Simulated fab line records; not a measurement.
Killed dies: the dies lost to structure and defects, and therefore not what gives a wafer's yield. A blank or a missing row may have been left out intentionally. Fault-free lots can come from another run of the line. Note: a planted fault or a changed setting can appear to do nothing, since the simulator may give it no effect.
fab line records	flow n5_finfet
record lots=6	wafers=18	last_day=21
route steps=1938 shown BEOL_M3@960 BEOL_M4@1111
lots that met no fault: from a run of the same line without faults
start_h: hours from the record's opening day to when the first of the lot's shown wafers began	wait_h: hours since the lot's step before	" unchanged from the row above	L1.1+2: one row covering several wafers at once	- no value, or no start was given	* or withheld: withheld	< > ~ a bound
route shown NAME@n: NAME is a module with steps in the file, n the number in the route of the first one	usual: mean/standard deviation taken from wafers without a fault	same: alike in all rows	chamber/n: place in a boat	sites: per-site readings	_std_site: standard deviation of those values	_edge_site: mean of outer sites minus mean of inner sites	radius_mm: for every site, how far away it sits from the centre of the wafer	mask NAME#n: copy n	behind: tool/chamber where the wafer was last shaped	hold: reason for holding the lot/hours on hold/outcome of the hold	device: names the non-switching transistor (n, p or np)	end of line: tests of these same wafers at the route's end	step lacking rows: just its recipe	killed: not the wafer's yield, but the dies lost to structure and defects at the first sort	map: the dies of a wafer, with x for killed, . for not killed, _ for no die there
set.NAME: the setting the step ran with; set.NAME@STEP: the setting that earlier step ran with	model.NAME: the simulator's own value behind a step, which no gauge read
lots at selected steps of the route; one table per step, one row per wafer
services: from which hour (start_h, from the record's first day; less than 0 if before it) a tool's chamber was out of use, for how many hours, and why
## steps
# step N5_BEOL_M3_COAT_22
# recipe resist=CAR-EUV	spin_rpm=1500	resist_thk_nm=30
# step N5_BEOL_M3_EBR_24
# recipe solvent=PGMEA	ebr_width_mm=1.5
# step N5_BEOL_M3_SOFTBAKE_23
# recipe temp_c=110	time_s=60	resist=CAR-EUV
# step N5_BEOL_M3_EXPOSE_25
# recipe mask_id=V2	na=0.33	source_shape=quasar	sigma_inner=0.2	sigma_outer=0.8	polarization=unpolarized	defocus_nm=5	dose_mj=63
# step N5_BEOL_M3_PEB_26
# recipe peb_temp_c=100	peb_time_s=60	resist=CAR-EUV
# step N5_BEOL_M3_DEVELOP_27
# recipe develop_time_s=30	developer=TMAH	resist=CAR-EUV	rinse_liquid=surfactant_rinse	dry=air_spin	dev_temp_c=23
# step N5_BEOL_M3_CD_MEAS_28
# recipe target_cd_nm=25.7	landing_energy_ev=500	detector=se_inlens	target_cd_y_nm=23.3	polarity=opening
# usual cd_nm=25.68/0.24
lot.wafer	tool	chamber	start_h	wait_h	cd_nm
L652.2	cd_sem-03	0	241.40	-	25.68
L652.4	"	0	"	"	25.51
L652.5	"	0	"	"	25.73
L654.2	cd_sem-01	0	253.24	-	25.62
L654.4	"	0	"	"	26.00
L654.6	"	0	"	"	25.81
L661.1	cd_sem-01	0	302.32	-	25.62
L661.2	"	0	"	"	25.88
L661.5	"	0	"	"	26.01
L662.1	cd_sem-03	0	303.63	-	25.96
L662.2	"	0	"	"	25.36
L662.4	"	0	"	"	25.67
L665.2	cd_sem-03	0	323.01	-	25.85
L665.4	"	0	"	"	25.28
L665.5	"	0	"	"	26.04
L667.1	cd_sem-01	0	334.40	-	26.05
L667.4	"	0	"	"	25.92
L667.5	"	0	"	"	25.94
# step N5_BEOL_M3_OVL_MEAS_29
# recipe points_per_wafer=522
# usual V2_OVL=-0.3/0.58
# same points_per_wafer=522
lot.wafer	tool	chamber	start_h	wait_h	V2_OVL[nm]
L652.2	overlay-02	0	241.43	0.0	0.4
L652.4	"	0	"	"	-0.1
L652.5	"	0	"	"	-0.3
L654.2	overlay-02	0	253.28	0.0	0.5
L654.4	"	0	"	"	-0.3
L654.6	"	0	"	"	0.3
L661.1	overlay-02	0	302.35	0.0	0.2
L661.2	"	0	"	"	0.1
L661.5	"	0	"	"	1.7
L662.1	overlay-01	0	303.66	0.0	-1.3
L662.2	"	0	"	"	-0.5
L662.4	"	0	"	"	-0.8
L665.2	overlay-01	0	323.04	0.0	0.0
L665.4	"	0	"	"	0.0
L665.5	"	0	"	"	0.3
L667.1	overlay-01	0	334.44	0.0	0.3
L667.4	"	0	"	"	0.7
L667.5	"	0	"	"	0.0
# step N5_BEOL_M3_INSPECT_30
# recipe mode=adi	inspect_instrument=brightfield
# usual raw_defect_count=398/85
lot.wafer	tool	chamber	start_h	wait_h	raw_defect_count
L652.2	defect_inspect-02	-	241.48	0.0	358
L652.4	"	-	"	"	347
L652.5	"	-	"	"	303
L654.2	defect_inspect-01	-	253.33	0.0	740
L654.4	"	-	"	"	430
L654.6	"	-	"	"	743
L661.1	defect_inspect-01	-	302.41	0.1	423
L661.2	"	-	"	"	405
L661.5	"	-	"	"	325
L662.1	defect_inspect-02	-	303.72	0.1	412
L662.2	"	-	"	"	546
L662.4	"	-	"	"	320
L665.2	defect_inspect-01	-	323.09	0.0	418
L665.4	"	-	"	"	486
L665.5	"	-	"	"	330
L667.1	defect_inspect-01	-	334.50	0.1	419
L667.4	"	-	"	"	398
L667.5	"	-	"	"	309
# step N5_BEOL_M3_DESCUM_33
# recipe chemistry=O2	time_s=7	source_power_w=50	bias_power_w=20	pressure_mtorr=20	rf_frequency_hz=2.712e+07	temp_c=40	resist=CAR-EUV	o2_flow_sccm=225
# usual drypump_motor_current_A=5.6/0.37	oes_product_au=0.79/0.087	rf_vpp_V=243.1/1.6	showerhead_plenum_p_Torr=2.09/0.082	throttle_valve_pct=20.4/0.31
lot.wafer	tool	chamber	start_h	wait_h	drypump_motor_current_A	oes_product_au	rf_hours_counter_h	rf_vpp_V	showerhead_plenum_p_Torr	throttle_valve_pct
L652.2	rie_diel-03	2	241.52	0.0	6.0	0.71	210	241.5	1.98	20.1
L652.4	"	0	"	"	5.3	0.93	9	242.5	2.04	20.3
L652.5	"	1	"	"	5.9	0.71	-	245.8	2.14	20.4
L654.2	rie_diel-02	1	253.39	0.1	4.9	0.75	170	243.3	2.11	20.9
L654.4	"	2	"	"	5.8	0.69	211	242.6	1.98	20.7
L654.6	"	0	"	"	5.8	0.82	-	241.9	2.01	20.4
L661.1	rie_diel-06	0	302.45	0.0	5.7	0.90	42	242.3	2.06	20.1
L661.2	"	1	"	"	5.7	0.75	172	242.6	2.01	21.0
L661.5	"	3	"	"	5.4	0.90	-	245.3	2.20	20.4
L662.1	rie_diel-02	3	303.76	0.0	5.4	0.80	75	244.8	2.22	20.2
L662.2	"	1	"	"	4.8	0.74	183	244.7	2.11	20.9
L662.4	"	0	"	"	5.8	0.79	109	242.0	2.01	20.4
L665.2	rie_diel-06	0	323.13	0.0	5.7	0.90	47	241.6	2.06	20.1
L665.4	"	1	"	"	5.6	0.74	177	241.6	2.01	21.0
L665.5	"	0	"	"	5.7	0.88	-	241.3	2.06	20.1
L667.1	rie_diel-02	2	334.54	0.0	5.8	0.67	232	241.8	1.98	20.7
L667.4	"	0	"	"	5.8	0.79	117	242.4	2.00	20.4
L667.5	"	3	"	"	5.4	0.78	-	244.8	2.22	20.2
# step N5_BEOL_M3_ETCH_77
# recipe chemistry=N2/H2	target=underlayer	target_depth_a=65	mask_material=CAR-EUV	time_s=5.2	ion_energy_ev=200	pressure_mtorr=30	source_w=840	bias_w=150	n2_flow_sccm=200	h2_flow_sccm=200	ends=cleared
# usual drypump_motor_current_A=5.6/0.37	etch_rf_on_time_s=5.17/0.14	oes_product_au=0.68/0.073	rf_vpp_V=524/3.2	showerhead_plenum_p_Torr=2.53/0.1	throttle_valve_pct=17.80/0.29
lot.wafer	tool	chamber	start_h	wait_h	drypump_motor_current_A	etch_rf_on_time_s	oes_product_au	rf_hours_counter_h	rf_vpp_V	showerhead_plenum_p_Torr	throttle_valve_pct
L652.2	rie_diel-03	2	241.55	0.0	6.0	5.15	0.60	210	520	2.41	17.65
L652.4	"	0	"	"	5.2	5.07	0.78	9	521	2.49	17.67
L652.5	"	1	"	"	5.9	5.07	0.63	-	524	2.61	17.86
L654.2	rie_diel-02	1	253.42	0.0	4.8	5.16	0.65	170	525	2.53	18.14
L654.4	"	2	"	"	5.8	5.38	0.58	211	520	2.43	18.23
L654.6	"	0	"	"	5.8	4.91	0.69	-	520	2.44	17.72
L661.1	rie_diel-06	0	302.48	0.0	5.7	5.19	0.76	42	522	2.47	17.32
L661.2	"	1	"	"	5.6	5.17	0.63	172	523	2.40	18.13
L661.5	"	3	"	"	5.4	5.16	0.78	-	528	2.71	18.13
L662.1	rie_diel-02	3	303.79	0.0	5.4	5.24	0.69	75	529	2.68	17.56
L662.2	"	1	"	"	4.8	5.11	0.65	183	523	2.52	18.15
L662.4	"	0	"	"	5.8	4.96	0.69	109	524	2.43	17.73
L665.2	rie_diel-06	0	323.16	0.0	5.7	5.15	0.76	47	519	2.47	17.33
L665.4	"	1	"	"	5.6	5.12	0.64	177	521	2.40	18.12
L665.5	"	0	"	"	5.7	5.13	0.76	-	521	2.47	17.33
L667.1	rie_diel-02	2	334.57	0.0	5.8	5.37	0.56	232	519	2.42	18.27
L667.4	"	0	"	"	5.8	4.89	0.69	117	522	2.43	17.74
L667.5	"	3	"	"	5.4	5.14	0.68	-	530	2.67	17.60
# step N5_BEOL_M3_ETCH_69
# recipe chemistry=CF4	target=SiARC	target_depth_a=156	mask_material=CAR-EUV	time_s=26	ion_energy_ev=80	pressure_mtorr=40	source_w=545	bias_w=36	Ar_flow_sccm=100	cf4_flow_sccm=100	ends=cleared
# usual drypump_motor_current_A=5.6/0.37	etch_rf_on_time_s=25.8/0.78	oes_product_au=0.68/0.075	rf_vpp_V=184.0/1.2	showerhead_plenum_p_Torr=2.15/0.08	throttle_valve_pct=15.65/0.29
lot.wafer	tool	chamber	start_h	wait_h	drypump_motor_current_A	etch_rf_on_time_s	oes_product_au	rf_hours_counter_h	rf_vpp_V	showerhead_plenum_p_Torr	throttle_valve_pct
L652.2	rie_diel-03	2	241.57	0.0	5.9	25.7	0.60	210	182.3	2.03	15.35
L652.4	"	0	"	"	5.2	24.4	0.81	9	183.4	2.11	15.57
L652.5	"	1	"	"	5.9	25.3	0.62	-	183.9	2.19	15.63
L654.2	rie_diel-02	1	253.44	0.0	4.8	25.9	0.64	170	183.2	2.16	15.95
L654.4	"	2	"	"	5.8	27.3	0.58	211	184.0	2.05	16.04
L654.6	"	0	"	"	5.8	25.1	0.70	-	182.9	2.10	15.72
L661.1	rie_diel-06	0	302.50	0.0	5.7	26.4	0.76	42	182.9	2.11	15.26
L661.2	"	1	"	"	5.6	25.8	0.64	172	184.2	2.07	16.14
L661.5	"	3	"	"	5.4	25.9	0.77	-	184.7	2.28	15.79
L662.1	rie_diel-02	3	303.81	0.0	5.4	26.3	0.68	75	185.7	2.26	15.35
L662.2	"	1	"	"	4.8	25.3	0.65	183	184.7	2.16	15.96
L662.4	"	0	"	"	5.8	25.3	0.69	109	184.8	2.09	15.74
L665.2	rie_diel-06	0	323.18	0.0	5.7	25.7	0.76	47	183.5	2.11	15.26
L665.4	"	1	"	"	5.6	25.7	0.64	177	182.3	2.06	16.13
L665.5	"	0	"	"	5.7	25.6	0.76	-	182.0	2.11	15.27
L667.1	rie_diel-02	2	334.59	0.0	5.8	26.8	0.57	232	183.4	2.04	16.08
L667.4	"	0	"	"	5.8	24.7	0.68	117	184.3	2.09	15.76
L667.5	"	3	"	"	5.4	25.8	0.68	-	184.2	2.25	15.37
# step N5_BEOL_M3_ALD_98
# recipe material=SiO2	target_thk_a=25	temp_c=100	ald_precursor_family=BDEAS	ald_co_reactant=O2-plasma	pulse_time_s=1	co_reactant_pulse_time_s=1	purge_time_s=2	co_reactant_purge_time_s=2	ald_cycles=17	pressure_torr=2
# usual ald_cycles=17/0	chamber_pressure_Torr=2.000/0.0042	heater_power_outer_w=41/5.2	heater_power_w=81/9.7	precursor_pulse_height_rel=1.002/0.021
lot.wafer	tool	chamber	start_h	wait_h	ald_cycles	chamber_pressure_Torr	heater_power_outer_w	heater_power_w	precursor_pulse_height_rel	model.SiO2_of_BEOL_M3_ALD_98.thk_nm
L652.2	ald_sin-04	1	241.65	0.1	17	2.001	42	78	0.987	2.4
L652.4	"	2	"	"	17	2.003	43	87	0.993	2.4
L652.5	"	3	"	"	17	2.000	36	76	0.993	2.6
L654.2	ald_sin-01	2	253.61	0.1	17	1.991	52	98	1.008	2.6
L654.4	"	1	"	"	17	2.004	34	67	1.025	2.6
L654.6	"	2	"	"	17	1.995	51	102	1.003	2.6
L661.1	ald_sin-04	1	302.66	0.1	10	2.004	40	74	0.988	1.4
L661.2	"	3	"	"	10	1.996	35	75	1.036	1.4
L661.5	"	2	"	"	10	2.004	43	92	1.020	1.4
L662.1	ald_sin-04	2	303.89	0.1	10	2.000	44	91	0.966	1.4
L662.2	"	1	"	"	10	2.005	40	76	0.957	1.4
L662.4	"	0	"	"	17	2.004	38	72	1.015	2.4
L665.2	ald_sin-01	0	323.27	0.1	17	1.999	46	87	1.022	2.4
L665.4	"	3	"	"	17	2.001	43	85	1.031	2.4
L665.5	"	1	"	"	17	1.993	35	68	1.002	2.4
L667.1	ald_sin-01	0	334.70	0.1	17	2.002	46	88	0.986	2.4
L667.4	"	2	"	"	17	2.001	51	102	1.007	2.4
L667.5	"	2	"	"	17	2.000	51	98	1.025	2.4
# step N5_BEOL_M3_ETCHBACK_99
# recipe chemistry=CHF3	target=SiO2	target_depth_a=50	time_s=10.4	source_w=215	bias_w=47	Ar_flow_sccm=200	CHF3_flow_sccm=12	ion_energy_ev=100	pressure_mtorr=30
# usual drypump_motor_current_A=5.7/0.38	oes_product_au=0.79/0.094	rf_vpp_V=241/7	showerhead_plenum_p_Torr=2.15/0.083	throttle_valve_pct=17.1/0.33
lot.wafer	tool	chamber	start_h	wait_h	drypump_motor_current_A	oes_product_au	rf_hours_counter_h	rf_vpp_V	showerhead_plenum_p_Torr	throttle_valve_pct
L652.2	rie_diel-06	3	242.55	0.8	5.4	0.95	12	250	2.31	17.2
L652.4	"	1	"	"	5.6	0.75	155	238	2.10	17.7
L652.5	"	0	"	"	5.7	0.93	-	248	2.12	16.7
L654.2	rie_diel-03	3	258.59	4.9	6.5	0.74	157	243	2.18	17.2
L654.4	"	2	"	"	5.9	0.69	214	239	2.03	16.8
L654.6	"	2	"	"	6.0	0.70	-	242	2.03	16.8
L661.1	rie_diel-06	0	303.87	1.2	5.7	0.90	42	248	2.11	16.7
L661.2	"	3	"	"	5.4	0.91	30	250	2.30	17.3
L661.5	"	2	"	"	5.8	0.69	-	240	2.24	16.9
L662.1	rie_diel-03	2	308.31	4.4	6.0	0.68	233	240	2.03	16.8
L662.2	"	3	"	"	6.5	0.72	168	244	2.18	17.2
L662.4	"	0	"	"	5.2	0.90	27	223	2.10	17.0
L665.2	rie_diel-02	2	326.29	3.0	5.8	0.67	228	250	2.05	17.5
L665.4	"	1	"	"	4.8	0.74	-	235	2.18	17.5
L665.5	"	2	"	"	5.8	0.67	-	249	2.05	17.5
L667.1	rie_diel-03	3	347.08	12.3	6.5	0.72	181	243	2.17	17.2
L667.4	"	0	"	"	5.2	0.87	41	224	2.10	17.0
L667.5	"	1	"	"	5.9	0.95	-	242	2.20	16.7
# step N5_BEOL_M4_RC_MEAS_101
# usual DIBL_N=37.7/2	DIBL_P=37.7/2.3	IOFF_N=0.18/0.039	IOFF_P=0.23/0.042	ION_N=681/12	ION_P=463/8	SS_N=71.9/0.68	SS_P=73.6/0.71	VT_N=248/3.2	VT_P=-249/3.1
lot.wafer	tool	chamber	start_h	wait_h	DIBL_N[mV/V]	DIBL_P[mV/V]	IOFF_N[nA/um]	IOFF_P[nA/um]	ION_N[uA/um]	ION_P[uA/um]	SS_N[mV/dec]	SS_P[mV/dec]	VT_N[mV]	VT_P[mV]
L652.2	prober-02	0	307.14	0.2	35.6	37.0	0.15	0.21	677	465	72.3	73.8	253	-251
L652.4	"	0	"	"	41.6	42.8	0.27	0.31	699	465	73.3	75.9	245	-246
L652.5	"	0	"	"	37.2	36.3	0.17	0.19	672	456	71.5	74.2	251	-253
L654.2	prober-02	0	323.25	0.2	37.2	38.4	0.23	0.23	688	460	72.1	73.7	244	-251
L654.4	"	0	"	"	32.6	33.4	0.13	0.17	686	460	70.9	72.3	247	-251
L654.6	"	0	"	"	36.5	37.8	0.20	0.22	686	462	72.0	73.3	246	-248
L661.1	prober-02	0	348.45	0.0	38.2	37.3	0.19	0.25	676	461	72.1	74.2	248	-250
L661.2	"	0	"	"	37.6	35.4	0.19	0.23	685	471	71.3	73.7	245	-247
L661.5	"	0	"	"	38.9	38.7	0.21	0.27	683	467	72.3	74.1	247	-248
L662.1	prober-01	0	360.05	0.0	40.2	38.8	0.22	0.27	684	466	72.6	73.9	245	-247
L662.2	"	0	"	"	35.7	34.9	0.13	0.18	664	460	70.7	73.0	250	-253
L662.4	"	0	"	"	39.5	38.7	0.21	0.25	688	471	71.4	73.8	247	-246
L665.2	prober-02	0	386.03	0.2	35.5	34.6	0.14	0.18	679	460	72.0	73.1	250	-251
L665.4	"	0	"	"	39.0	39.1	0.19	0.24	673	460	71.9	73.8	249	-250
L665.5	"	0	"	"	34.2	33.2	0.12	0.16	670	461	70.5	72.4	250	-251
L667.1	prober-02	0	402.27	0.0	38.4	37.0	0.23	0.25	706	471	72.1	73.2	241	-246
L667.4	"	0	"	"	37.0	34.9	0.16	0.21	663	455	71.9	72.4	251	-247
L667.5	"	0	"	"	38.9	39.3	0.24	0.29	705	475	72.5	75.0	241	-245
## services
tool	chamber	start_h	hours	kind
rie_diel-02	2	261.12	1.7	repair
rie_diel-03	3	264.21	16.9	repair
rie_diel-03	0	266.87	9.2	repair
ald_sin-04	-	268.33	14.0	pm
ald_sin-04	0	268.33	14.0	vent_cycle
ald_sin-04	1	268.33	14.0	vent_cycle
ald_sin-04	2	268.33	14.0	vent_cycle
ald_sin-04	3	268.33	14.0	vent_cycle
rie_diel-03	1	281.66	-	clean
rie_diel-03	1	281.66	-	consumable_replace:focus_ring
rie_diel-03	1	281.66	15.9	scheduled_down
rie_diel-03	1	281.66	15.9	vent_cycle
ald_sin-04	0	282.33	-	clean
ald_sin-04	1	282.33	-	clean
ald_sin-04	2	282.33	-	clean
ald_sin-04	3	282.33	-	clean
rie_diel-02	2	283.39	7.7	repair
ald_sin-01	2	289.05	6.1	repair
rie_diel-06	2	340.34	7.7	repair
ald_sin-01	-	340.47	2.8	pm
## key
first_sign step=N5_BEOL_M3_ALD_98	reading=ald_cycles	direction=down	sigmas=99+	usual=*	struck=*
effect none on later readings
model_effect step=N5_BEOL_M3_ALD_98	value=SiO2_of_BEOL_M3_ALD_98.thk_nm	without=2.4	struck=1.4
met_at N5_BEOL_M3_ALD_98
struck_wafers L661.1,L661.2,L661.5,L662.1,L662.2
baseline_loss step=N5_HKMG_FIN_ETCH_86	wafers=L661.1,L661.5
onset_between 241.65 302.66
fault kind=process_parameter_drift	tool=ald_sin-04	chamber=-	onset_h=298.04	steps=N5_BEOL_M3_ALD_98	channel=ald_cycles	offset=*	shape=step	end_h=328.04	scope=struck_wafers_only	acts_in=*	stated=*
# baseline_loss: these wafers lose ten dies or more at that step, a loss of the line's own and not of a fault; the sort's usual values leave them out
